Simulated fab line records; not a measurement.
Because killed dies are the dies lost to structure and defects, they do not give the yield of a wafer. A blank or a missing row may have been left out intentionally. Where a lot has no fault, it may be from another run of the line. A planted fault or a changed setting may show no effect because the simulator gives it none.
fab line records | flow n5Finfet
record lots=4 wafers=12 lastDay=19
route steps=1938 shown BEOL_M4@1099 BEOL_M5@1112 BEOL_M6@1254 PASSIVATION@1936
lots untouched by any fault: they come from a run of this same line in which no faults occurred
startH: hours from the record's first day to the start of the lot's first wafer shown | waitH: hours since the lot's step before | " identical to the entry in the row above | L1.1+2: several wafers, shown together as one row | - no value present, or no start provided | * or withheld: withheld | < > ~ a bound
route shown NAME@n: names a module that has steps shown in the file, with the first one's number in the route | usual: average and standard deviation across the fault-free wafers | same: alike in all rows | chamber/n: place in a boat | sites: the reading at each site | _std_site: their standard deviation | _edge_site: inner sites' mean taken away from outer sites' mean | radiusMm: for every site, how far away it sits from the centre of the wafer | mask NAME#n: copy n | behind: the last tool/chamber to shape the wafer | hold: the reason the lot was held/the length of the hold in hours/how it ended | device: the transistor (n, p or np) that didn't switch | end of line: tests run on the same wafers once the route is complete | a step with no rows: only its recipe | killed: not the wafer's yield, but the dies lost to structure and defects at the first sort | map: dies across one wafer; x = killed, . = not, _ = none there
set.NAME: the setting as run; set.NAME@STEP: as run at that earlier step | model.NAME: the simulator's own value behind a step, which no gauge read
lots seen at some steps along the route; tables by step, rows by wafer
services: a tool's chamber out of use, with start hour (startH, from the record's first day; less than 0 if before it), hours out, and reason
## steps
# step N5_BEOL_M4_ANNEAL_95
# recipe tempC=400 timeS=240 ambient=vacuum
# step N5_BEOL_M4_SPUTTER_96
# recipe material=Cu targetThkA=45 tempC=-20 chamberPressurePa=0.07 powerW=withheld timeS=8.29
# step N5_BEOL_M4_ECD_50
# recipe material=Cu targetThkA=3000
# step N5_BEOL_M4_ANNEAL_51
# recipe tempC=225 timeS=90 ambient=N2
# step N5_BEOL_M4_CMP_52
# recipe stopOn=SiOC tOverpolishS=6.8 downForcePsi=1 platenRpm=50 clearingPlatenDownForcePsi=1.5 clearingPlatenRpm=50 postCmpClean=cuAlkaline targetThkNm=40 clearingPlatenPadVelocityMS=0.99484 padVelocityMS=0.99484
# step N5_BEOL_M4_PRE_CLEAN_60
# recipe gas=NH3/H2 timeS=15 tempC=* rfPowerW=300
# step N5_BEOL_M4_CO_CAP_55
# recipe material=Co targetThkA=20 tempC=200 precursor=CCTBA/H2 pressureTorr=30 timeS=102.1
# step N5_BEOL_M4_PRE_CLEAN_56
# recipe gas=NH3 timeS=15 tempC=withheld rfPowerW=300
# step N5_BEOL_M4_DEP_57
# recipe material=SiCN targetThkA=80 tempC=withheld precursor=3MS/NH3 pressureTorr=3 rfW=202 timeS=14
# step N5_BEOL_M4_RC_MEAS_101
# usual DIBL_N=36.0/1.7 DIBL_P=36.2/1.9 IOFF_N=0.154/0.028 IOFF_P=0.21/0.036 ION_N=675/11 ION_P=463/8.3 SS_N=71.4/0.63 SS_P=73.2/0.55 VT_N=250.2/3 VT_P=-251/3.7
# columns lot.wafer tool chamber startH waitH DIBL_N[mV/V] DIBL_P[mV/V] IOFF_N[nA/um] IOFF_P[nA/um] ION_N[uA/um] ION_P[uA/um] SS_N[mV/dec] SS_P[mV/dec] VT_N[mV] VT_P[mV]
L427.2 prober-01 0 276.47 0.2 35.3 37.1 0.151 0.21 679 471 70.7 73.5 249.1 -248
L427.5 " 0 " " 36.5 38.7 0.174 0.23 673 462 71.1 74.4 246.9 -250
L427.6 " 0 " " 35.8 37.8 0.161 0.22 690 473 71.5 73.3 249.3 -248
L432.3 prober-02 0 297.04 0.3 36.1 36.7 0.151 0.22 664 461 71.7 73.2 251.0 -250
L432.4 " 0 " " 34.7 34.9 0.135 0.19 680 475 71.2 73.0 251.2 -250
L432.6 " 0 " " 36.2 36.7 0.157 0.22 678 463 71.9 73.5 252.7 -250
L430.2 prober-01 0 297.67 0.2 35.7 35.4 0.148 0.16 674 451 70.8 73.4 249.5 -256
L430.3 " 0 " " 34.3 34.2 0.130 0.15 663 448 70.7 73.3 250.6 -256
L430.5 " 0 " " 36.5 36.8 0.164 0.18 686 462 71.8 73.0 251.3 -256
L441.1 prober-01 0 344.15 0.0 37.2 37.7 0.191 0.28 681 471 71.9 73.7 248.2 -247
L441.3 " 0 " " 38.5 38.3 0.218 0.29 704 482 72.1 74.1 243.7 -244
L441.4 " 0 " " 39.2 38.9 0.211 0.30 682 473 72.8 72.8 246.9 -244
# step N5_BEOL_M5_ILD_DEP_00
# recipe material=SiCOH_lowk targetThkA=1406.4 tempC=300 precursor=DEMS/porogen pressureTorr=5 rfW=500 timeS=25.9
# step N5_BEOL_M5_CURE_79
# recipe tempC=385 timeS=240 ambient=He/Ar material=SiCOH_lowk
# step N5_BEOL_M5_PECVD_70
# recipe material=SiO2 targetThkA=160 tempC=400 precursor=TEOS/O2 pressureTorr=5.5 rfW=450 teosFlowSccm=53.8 gas=O2 flowSccm=3000 timeS=18
# step N5_BEOL_M5_HM_DEP_02
# recipe material=TiN targetThkA=200 tempC=25 chamberPressurePa=0.49996
# step N5_BEOL_M5_COAT_59
# recipe resist=SOC tempC=250 timeS=60 spinRpm=1500 resistThkNm=60
# step N5_BEOL_M5_COAT_60
# recipe resist=SiARC tempC=220 timeS=60 spinRpm=1500 resistThkNm=12
# step N5_BEOL_M5_COAT_71
# recipe resist=underlayer tempC=205 timeS=60 spinRpm=1500 resistThkNm=5
# step N5_BEOL_M5_COAT_05
# recipe resist=CAR-EUV spinRpm=1500 resistThkNm=30
# step N5_BEOL_M5_EBR_07
# recipe solvent=PGMEA ebrWidthMm=1.5
# step N5_BEOL_M5_SOFTBAKE_06
# recipe tempC=110 timeS=60 resist=CAR-EUV
# step N5_BEOL_M5_EXPOSE_08
# recipe maskId=M5 na=0.33 sourceShape=annular sigmaInner=0.4 sigmaOuter=0.8 polarization=unpolarized targetCdNm=28 doseMj=35.75
# step N5_BEOL_M5_PEB_09
# recipe pebTempC=100 pebTimeS=60 resist=CAR-EUV
# step N5_BEOL_M5_DEVELOP_10
# recipe developTimeS=30 developer=TMAH resist=CAR-EUV rinseLiquid=surfactantRinse dry=airSpin devTempC=23
# step N5_BEOL_M5_DESCUM_16
# recipe chemistry=O2 timeS=7 sourcePowerW=50 biasPowerW=20 pressureMtorr=20 rfFrequencyHz=2.712e+07 tempC=40 resist=CAR-EUV o2FlowSccm=225
# step N5_BEOL_M5_ETCH_72
# recipe chemistry=N2/H2 target=underlayer targetDepthA=65 maskMaterial=CAR-EUV timeS=5.2 ionEnergyEv=200 pressureMtorr=30 sourceW=840 biasW=150 n2FlowSccm=200 h2FlowSccm=200 ends=cleared
# step N5_BEOL_M5_ETCH_61
# recipe chemistry=CF4 target=SiARC targetDepthA=156 maskMaterial=CAR-EUV timeS=26 ionEnergyEv=80 pressureMtorr=40 sourceW=545 biasW=36 Ar_flow_sccm=100 cf4FlowSccm=100 ends=cleared
# step N5_BEOL_M5_ETCH_62
# recipe chemistry=N2/H2 target=SOC targetDepthA=750 overetchA=150 maskMaterial=SiARC tempC=40 timeS=112.5 ionEnergyEv=200 pressureMtorr=30 sourceW=840 biasW=150 n2FlowSccm=200 h2FlowSccm=200
# step N5_BEOL_M5_STRIP_63
# recipe chemistry=N2/H2 tempC=40 n2FlowSccm=200 h2FlowSccm=200 rfFrequencyHz=6e+07
# step N5_BEOL_M5_STRIP_73
# recipe chemistry=N2/H2 tempC=40 n2FlowSccm=200 h2FlowSccm=200 rfFrequencyHz=6e+07
# step N5_BEOL_M5_STRIP_64
# recipe chemistry=CF4 resist=SiARC powerW=300 biasPowerW=75 pressureMtorr=50 cf4FlowSccm=150 rfFrequencyHz=6e+07
# step N5_BEOL_M5_HM_OPEN_17
# recipe chemistry=Cl2/BCl3 targetDepthA=200 overetchA=60 target=TiN maskMaterial=SOC ionEnergyEv=150 pressureMtorr=10 icpW=1000 biasW=126 Cl2_flow_sccm=53.25 bcl3FlowSccm=21.75 Ar_flow_sccm=25
# step N5_BEOL_M5_STRIP_19
# recipe chemistry=O2 powerW=400 tempC=40 pressureMtorr=30 rfFrequencyHz=6e+07 biasPowerW=0 overashFraction=0.2 o2FlowSccm=225
# step N5_BEOL_M5_COAT_65
# recipe resist=SOC tempC=250 timeS=60 spinRpm=1500 resistThkNm=60
# step N5_BEOL_M5_COAT_66
# recipe resist=SiARC tempC=220 timeS=60 spinRpm=1500 resistThkNm=12
# step N5_BEOL_M6_SPUTTER_48
# recipe material=Cu targetThkA=100 tempC=-20 biasV=60 powerW=26000 chamberPressurePa=0.13 timeS=1.667
# usual biasV=60.0/0.59 cathodeDcPowerW=26000/4.5 chuckGasFlowSccm=1.27/0.051 substrateTempC=-20.01/0.091 throttleValvePct=30.2/0.74
# columns lot.wafer tool chamber startH waitH biasV cathodeDcPowerW chuckGasFlowSccm substrateTempC throttleValvePct
L427.2 pvdSputter-01 - 296.68 0.1 60.1 25999 1.25 -19.93 29.4
L427.5 " - " " 60.3 26013 1.19 -20.02 31.0
L427.6 " - " " 59.3 25996 1.31 -20.07 29.7
L430.2 pvdSputter-03 - 320.25 0.2 - - - - -
L430.3 " - " " - - - - -
L430.5 " - " " - - - - -
L432.3 pvdSputter-01 - 321.38 0.2 - - - - -
L432.4 " - " " - - - - -
L432.6 " - " " - - - - -
L441.1 pvdSputter-03 - 370.09 0.1 60.7 26002 1.24 -19.96 30.0
L441.3 " - " " 60.1 25994 1.30 -20.06 31.1
L441.4 " - " " 59.7 26001 1.32 -19.97 29.7
# step N5_BEOL_M6_CMP_52
# recipe stopOn=SiCOH_lowk tOverpolishS=6.9 downForcePsi=1 platenRpm=50 clearingPlatenDownForcePsi=1.5 clearingPlatenRpm=50 postCmpClean=cuAlkaline targetThkNm=80 clearingPlatenPadVelocityMS=0.99484 padVelocityMS=0.99484
# usual motorCurrentA=6.1/0.37 timeToEndpointS=62/3.6
# columns lot.wafer tool chamber startH waitH motorCurrentA timeToEndpointS
L427.2 cmp-01 1 297.23 0.2 6.1 62
L427.6 " 0 " " 6.3 62
L427.5 " 1 " " 6.3 61
L430.3 cmp-03 0 320.87 0.2 5.7 0
L430.2 " 1 " " 6.6 0
L430.5 " 0 " " 5.4 0
L432.3 cmp-01 2 321.89 0.2 6.5 0
L432.4 " 0 " " 6.2 0
L432.6 " 3 " " 6.0 4
L441.4 cmp-01 2 370.97 0.1 6.3 62
L441.1 " 3 " " 5.6 64
L441.3 " 0 " " 6.2 60
# step N5_PASSIVATION_PROBE_49
# usual defectLimitedYield=90.9/1.4 killed_at_M0_to_M3=38/11 killed_at_M4_up=13/5.9 killedAtContacts=14/6.4 killedAtFrontEnd=38/11 killedAtOther=3.3/2.5 killedDies=107/16 killedOnRim=14/3.6 killedOpen=70/12 killedShort=35/7.7 sort_bin_5_function=5.3/0.94 sort_bin_6_memory=3.5/0.7 sortNPass=1073/16 sortYieldPct=90.9/1.4
# same grossDies=1180 killedAtBackSide=0 sort_bin_4_leakage[%]=0 sort_bin_8_speed[%]=0
# columns lot.wafer tool chamber startH waitH defectLimitedYield[%] killed_at_M0_to_M3 killed_at_M4_up killedAtContacts killedAtFrontEnd killedAtOther killedDies killedOnRim killedOpen killedShort sort_bin_5_function[%] sort_bin_6_memory[%] sortNPass sortYieldPct[%]
L427.5 prober-01 - 395.32 0.2 91.2 44 14 11 34 1 104 13 70 33 5.0 3.6 1076 91.2
L430.2 prober-01 - 407.08 0.1 0 50 1090 22 18 0 1180 152 70 38 96.6 3.1 0 0
L430.3 prober-01 - 407.13 0.1 0 39 1093 18 29 1 1180 152 79 32 96.2 3.6 0 0
L430.5 prober-01 - 407.23 0.2 0 36 1081 14 43 6 1180 152 67 47 96.8 2.8 0 0
L432.3 prober-02 - 414.74 0.1 0 29 1094 3 52 2 1180 152 55 39 96.2 3.6 0 0
L432.4 prober-02 - 414.79 0.2 0 28 1090 5 56 1 1180 152 63 39 96.0 3.5 0 0
L432.6 prober-02 - 414.89 0.3 0 41 1077 12 48 2 1180 152 67 47 96.6 2.9 0 0
# killed by level:class
L427.5 BEOL_M3:geometricParticle:open=9 MOL_CONTACT_COAG:geometricParticle:open=9 BEOL_M2:geometricParticle:open=9 BEOL_M0_SAQP:geometricParticle:open=8 FIN_SAQP:geometricParticle:open=7 BEOL_M3:geometricParticle:short=7 GATE_CUT:geometricParticle:short=6 STI_FIN_REVEAL:geometricParticle:open=5
L430.2 BEOL_M6:areaEcd=544 BEOL_M6:areaSputter=528 MOL_CONTACT_COAG:geometricParticle:open=20 BEOL_M0_SAQP:geometricParticle:short=12 BEOL_M1:geometricParticle:open=9 BEOL_M2:geometricParticle:open=9 BEOL_M4:geometricParticle:open=9 BEOL_M3:geometricParticle:short=7
L430.3 BEOL_M6:areaEcd=535 BEOL_M6:areaSputter=534 MOL_CONTACT_COAG:geometricParticle:open=14 BEOL_M4:geometricParticle:open=14 FIN_SAQP:geometricParticle:open=9 BEOL_M2:geometricParticle:open=9 BEOL_M3:geometricParticle:open=7 BEOL_M0_SAQP:geometricParticle:short=5
L430.5 BEOL_M6:areaEcd=534 BEOL_M6:areaSputter=532 BEOL_M3:geometricParticle:open=13 MOL_CONTACT_COAG:geometricParticle:open=11 BEOL_M4:geometricParticle:open=11 FIN_SAQP:geometricParticle:short=8 GATE_CUT:geometricParticle:short=7 FIN_SAQP:geometricParticle:open=5
L432.3 BEOL_M6:areaSputter=575 BEOL_M6:areaEcd=511 FIN_SAQP:geometricParticle:open=12 BEOL_M0_SAQP:geometricParticle:open=11 FIN_SAQP:geometricParticle:short=10 GATE_CUT:geometricParticle:short=8 GATE_CUT:geometricParticle:open=5 BEOL_M0_SAQP:geometricParticle:short=5
L432.4 BEOL_M6:areaSputter=542 BEOL_M6:areaEcd=536 FIN_SAQP:geometricParticle:open=14 FIN_SAQP:geometricParticle:short=12 STI_FIN_REVEAL:geometricParticle:open=10 BEOL_M0_SAQP:geometricParticle:short=8 BEOL_M3:geometricParticle:open=8 BEOL_M0_SAQP:geometricParticle:open=7
L432.6 BEOL_M6:areaEcd=546 BEOL_M6:areaSputter=520 BEOL_M0_SAQP:geometricParticle:short=16 STI_FIN_REVEAL:geometricParticle:open=14 FIN_SAQP:geometricParticle:short=10 MOL_CONTACT_COAG:geometricParticle:open=8 BEOL_M0_SAQP:geometricParticle:open=8 FIN_SAQP:geometricParticle:open=6
# map L430.2 (x killed, . not)
_________________xxxxxxxxxxxx________________
______________xxxxxxxxxxxxxxxxxx_____________
___________xxxxxxxxxxxxxxxxxxxxxxxx__________
__________xxxxxxxxxxxxxxxxxxxxxxxxxx_________
________xxxxxxxxxxxxxxxxxxxxxxxxxxxxxx_______
_______xxxxxxxxxxxxxxxxxxxxxxxxxxxxxxxx______
______xxxxxxxxxxxxxxxxxxxxxxxxxxxxxxxxxx_____
_____xxxxxxxxxxxxxxxxxxxxxxxxxxxxxxxxxxxx____
____xxxxxxxxxxxxxxxxxxxxxxxxxxxxxxxxxxxxxx___
___xxxxxxxxxxxxxxxxxxxxxxxxxxxxxxxxxxxxxxxx__
___xxxxxxxxxxxxxxxxxxxxxxxxxxxxxxxxxxxxxxxx__
__xxxxxxxxxxxxxxxxxxxxxxxxxxxxxxxxxxxxxxxxxx_
__xxxxxxxxxxxxxxxxxxxxxxxxxxxxxxxxxxxxxxxxxx_
_xxxxxxxxxxxxxxxxxxxxxxxxxxxxxxxxxxxxxxxxxxxx
_xxxxxxxxxxxxxxxxxxxxxxxxxxxxxxxxxxxxxxxxxxxx
_xxxxxxxxxxxxxxxxxxxxxxxxxxxxxxxxxxxxxxxxxxxx
_xxxxxxxxxxxxxxxxxxxxxxxxxxxxxxxxxxxxxxxxxxxx
_xxxxxxxxxxxxxxxxxxxxxxxxxxxxxxxxxxxxxxxxxxxx
_xxxxxxxxxxxxxxxxxxxxxxxxxxxxxxxxxxxxxxxxxxxx
_xxxxxxxxxxxxxxxxxxxxxxxxxxxxxxxxxxxxxxxxxxxx
_xxxxxxxxxxxxxxxxxxxxxxxxxxxxxxxxxxxxxxxxxxxx
__xxxxxxxxxxxxxxxxxxxxxxxxxxxxxxxxxxxxxxxxxx_
__xxxxxxxxxxxxxxxxxxxxxxxxxxxxxxxxxxxxxxxxxx_
___xxxxxxxxxxxxxxxxxxxxxxxxxxxxxxxxxxxxxxxx__
___xxxxxxxxxxxxxxxxxxxxxxxxxxxxxxxxxxxxxxxx__
____xxxxxxxxxxxxxxxxxxxxxxxxxxxxxxxxxxxxxx___
_____xxxxxxxxxxxxxxxxxxxxxxxxxxxxxxxxxxxx____
______xxxxxxxxxxxxxxxxxxxxxxxxxxxxxxxxxx_____
_______xxxxxxxxxxxxxxxxxxxxxxxxxxxxxxxx______
________xxxxxxxxxxxxxxxxxxxxxxxxxxxxxx_______
__________xxxxxxxxxxxxxxxxxxxxxxxxxx_________
___________xxxxxxxxxxxxxxxxxxxxxxxx__________
______________xxxxxxxxxxxxxxxxxx_____________
_________________xxxxxxxxxxxx________________
# map L432.3 (x killed, . not)
_________________xxxxxxxxxxxx________________
______________xxxxxxxxxxxxxxxxxx_____________
___________xxxxxxxxxxxxxxxxxxxxxxxx__________
__________xxxxxxxxxxxxxxxxxxxxxxxxxx_________
________xxxxxxxxxxxxxxxxxxxxxxxxxxxxxx_______
_______xxxxxxxxxxxxxxxxxxxxxxxxxxxxxxxx______
______xxxxxxxxxxxxxxxxxxxxxxxxxxxxxxxxxx_____
_____xxxxxxxxxxxxxxxxxxxxxxxxxxxxxxxxxxxx____
____xxxxxxxxxxxxxxxxxxxxxxxxxxxxxxxxxxxxxx___
___xxxxxxxxxxxxxxxxxxxxxxxxxxxxxxxxxxxxxxxx__
___xxxxxxxxxxxxxxxxxxxxxxxxxxxxxxxxxxxxxxxx__
__xxxxxxxxxxxxxxxxxxxxxxxxxxxxxxxxxxxxxxxxxx_
__xxxxxxxxxxxxxxxxxxxxxxxxxxxxxxxxxxxxxxxxxx_
_xxxxxxxxxxxxxxxxxxxxxxxxxxxxxxxxxxxxxxxxxxxx
_xxxxxxxxxxxxxxxxxxxxxxxxxxxxxxxxxxxxxxxxxxxx
_xxxxxxxxxxxxxxxxxxxxxxxxxxxxxxxxxxxxxxxxxxxx
_xxxxxxxxxxxxxxxxxxxxxxxxxxxxxxxxxxxxxxxxxxxx
_xxxxxxxxxxxxxxxxxxxxxxxxxxxxxxxxxxxxxxxxxxxx
_xxxxxxxxxxxxxxxxxxxxxxxxxxxxxxxxxxxxxxxxxxxx
_xxxxxxxxxxxxxxxxxxxxxxxxxxxxxxxxxxxxxxxxxxxx
_xxxxxxxxxxxxxxxxxxxxxxxxxxxxxxxxxxxxxxxxxxxx
__xxxxxxxxxxxxxxxxxxxxxxxxxxxxxxxxxxxxxxxxxx_
__xxxxxxxxxxxxxxxxxxxxxxxxxxxxxxxxxxxxxxxxxx_
___xxxxxxxxxxxxxxxxxxxxxxxxxxxxxxxxxxxxxxxx__
___xxxxxxxxxxxxxxxxxxxxxxxxxxxxxxxxxxxxxxxx__
____xxxxxxxxxxxxxxxxxxxxxxxxxxxxxxxxxxxxxx___
_____xxxxxxxxxxxxxxxxxxxxxxxxxxxxxxxxxxxx____
______xxxxxxxxxxxxxxxxxxxxxxxxxxxxxxxxxx_____
_______xxxxxxxxxxxxxxxxxxxxxxxxxxxxxxxx______
________xxxxxxxxxxxxxxxxxxxxxxxxxxxxxx_______
__________xxxxxxxxxxxxxxxxxxxxxxxxxx_________
___________xxxxxxxxxxxxxxxxxxxxxxxx__________
______________xxxxxxxxxxxxxxxxxx_____________
_________________xxxxxxxxxxxx________________
## services
# columns tool chamber startH hours kind
cmp-01 - 353.80 0.7 repair
cmp-03 - 362.10 4.8 pm
cmp-03 - 370.14 4.0 pm
## key
firstSign step=N5_BEOL_M6_SPUTTER_48 reading=toolRecord direction=missing
effect step=N5_BEOL_M6_CMP_52 reading=timeToEndpointS direction=down sigmas=17 usual=* struck=*
effect step=N5_PASSIVATION_PROBE_49 reading=killed_at_M4_up direction=up sigmas=99+ usual=13 struck=1088
moreKillsBornAt N5_BEOL_M6_ECD_50@ecdCu-02=3206 N5_BEOL_M6_SPUTTER_48@pvdSputter-01=1637 N5_BEOL_M6_SPUTTER_48@pvdSputter-03=1592
metAt N5_BEOL_M6_SPUTTER_48
struckWafers L430.2,L430.3,L430.5,L432.3,L432.4,L432.6
laterRowsLeftOut L430.2,L430.3,L430.5,L432.3,L432.4,L432.6
onsetBetween 296.68 320.25
fault kind=skippedStepWhole tool=pvdSputter-01,pvdSputter-03 chamber=- onsetH=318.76 steps=N5_BEOL_M6_SPUTTER_48 scope=struckLotsOnly
# laterRowsLeftOut: the simulator's readings of these wafers behind a module that went badly wrong aren't trusted and aren't shown, but for the sort
